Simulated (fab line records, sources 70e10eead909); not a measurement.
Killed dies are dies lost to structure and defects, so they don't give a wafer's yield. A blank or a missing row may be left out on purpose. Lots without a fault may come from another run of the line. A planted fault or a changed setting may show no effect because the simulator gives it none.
Chamber matching | flow nand_harc | NHARC_A_CONTACT_ETCH_91 on rie_diel-10: 4 sister chambers
The step etches the open film in CH3F/O2, target depth 40 nm, time 85.7 s. 39 wafers are shown with their chamber, then 12 later ones without.

WAFERS WITH THEIR CHAMBER
wafer  | chamber | drypump_motor_current_A (A) | showerhead_plenum_p_Torr (Torr) | rf_vpp_V (V)
L075.1 | 0       | 6.15                        | 2.51                            | 246.6
L075.3 | 2       | 6.22                        | 2.43                            | 244.0
L075.4 | 1       | 5.69                        | 2.41                            | 243.1
L077.1 | 2       | 6.23                        | 2.43                            | 243.8
L077.2 | 3       | 5.85                        | 2.39                            | 244.3
L077.6 | 3       | 5.83                        | 2.39                            | 244.6
L078.2 | 3       | 5.81                        | 2.39                            | 244.0
L078.4 | 0       | 6.16                        | 2.51                            | 244.6
L078.5 | 1       | 5.66                        | 2.41                            | 243.1
L079.3 | 1       | 5.67                        | 2.41                            | 244.0
L079.5 | 0       | 6.17                        | 2.51                            | 245.4
L079.6 | 1       | 5.65                        | 2.41                            | 244.4
L080.1 | 0       | 6.20                        | 2.51                            | 244.8
L080.4 | 3       | 5.79                        | 2.39                            | 243.0
L080.5 | 3       | 5.81                        | 2.39                            | 242.6
L082.1 | 2       | 6.25                        | 2.42                            | 242.3
L082.3 | 0       | 6.20                        | 2.51                            | 245.1
L082.6 | 2       | 6.26                        | 2.42                            | 243.6
L081.3 | 1       | 5.67                        | 2.41                            | 243.4
L081.4 | 0       | 6.15                        | 2.51                            | 245.6
L081.5 | 2       | 6.24                        | 2.42                            | 243.5
L083.1 | 3       | 5.82                        | 2.39                            | 243.1
L083.4 | 0       | 6.14                        | 2.51                            | 244.7
L083.5 | 3       | 5.83                        | 2.39                            | 244.3
L086.2 | 2       | 6.26                        | 2.42                            | 244.2
L086.4 | 1       | 5.66                        | 2.41                            | 242.9
L086.5 | 0       | 6.17                        | 2.51                            | 243.8
L090.1 | 0       | 6.18                        | 2.50                            | 243.8
L090.3 | 1       | 5.66                        | 2.40                            | 243.7
L090.6 | 0       | 6.16                        | 2.50                            | 244.1
L090.2 | 2       | 6.24                        | 2.42                            | 244.5
L090.4 | 3       | 5.79                        | 2.39                            | 241.4
L090.5 | 1       | 5.66                        | 2.40                            | 243.5
L089.4 | 2       | 6.27                        | 2.42                            | 242.1
L089.5 | 2       | 6.25                        | 2.42                            | 245.0
L089.6 | 3       | 5.82                        | 2.39                            | 244.0
L092.3 | 1       | 5.70                        | 2.40                            | 244.6
L092.5 | 3       | 5.82                        | 2.39                            | 243.0
L092.6 | 0       | 6.17                        | 2.50                            | 244.0

SIGNATURES (means of the wafers above)
reading                  | chamber 0 | chamber 1 | chamber 2 | chamber 3 | scatter within a chamber
drypump_motor_current_A  | 6.1682    | 5.6689    | 6.2467    | 5.8170    | 0.0176
showerhead_plenum_p_Torr | 2.5073    | 2.4067    | 2.4222    | 2.3900    | 0.00405
rf_vpp_V                 | 244.773   | 243.633   | 243.667   | 243.430   | 0.869
Rule: a wafer's distance from a chamber is the root of the sum, over the readings, of the square of ((its reading less the chamber's mean) divided by the reading's scatter). The wafer belongs to the nearest chamber; if the next one is less than 2 further off, it can't be placed. The scatter: the root of (the sum of the squares of (reading less its chamber's mean) over the shown wafers, divided by (wafers less chambers)).

WAFERS WITHOUT THEIR CHAMBER
wafer  | drypump_motor_current_A (A) | showerhead_plenum_p_Torr (Torr) | rf_vpp_V (V)
L093.1 | 6.23                        | 2.42                            | 244.6
L093.5 | 5.68                        | 2.40                            | 242.4
L093.6 | 6.24                        | 2.42                            | 242.4
L096.2 | 6.17                        | 2.50                            | 245.1
L096.3 | 5.65                        | 2.40                            | 243.5
L096.5 | 6.16                        | 2.50                            | 244.8
L095.3 | 6.17                        | 2.50                            | 245.8
L095.5 | 5.70                        | 2.40                            | 243.1
L095.6 | 6.16                        | 2.50                            | 243.6
L095.1 | 5.81                        | 2.38                            | 243.9
L095.2 | 5.71                        | 2.40                            | 243.2
L095.4 | 6.23                        | 2.41                            | 244.0

WHICH CHAMBER EACH WENT THROUGH
wafer  | from the rows above | in truth
L093.1 | 2                   | 2
L093.5 | 1                   | 1
L093.6 | 2                   | 2
L096.2 | 0                   | 0
L096.3 | 1                   | 1
L096.5 | 0                   | 0
L095.3 | 0                   | 0
L095.5 | 1                   | 1
L095.6 | 0                   | 0
L095.1 | 3                   | 3
L095.2 | 1                   | 1
L095.4 | 2                   | 2
Placed correctly: 12 of 12. Can't be placed from these rows: 0. Placed wrongly: 0.
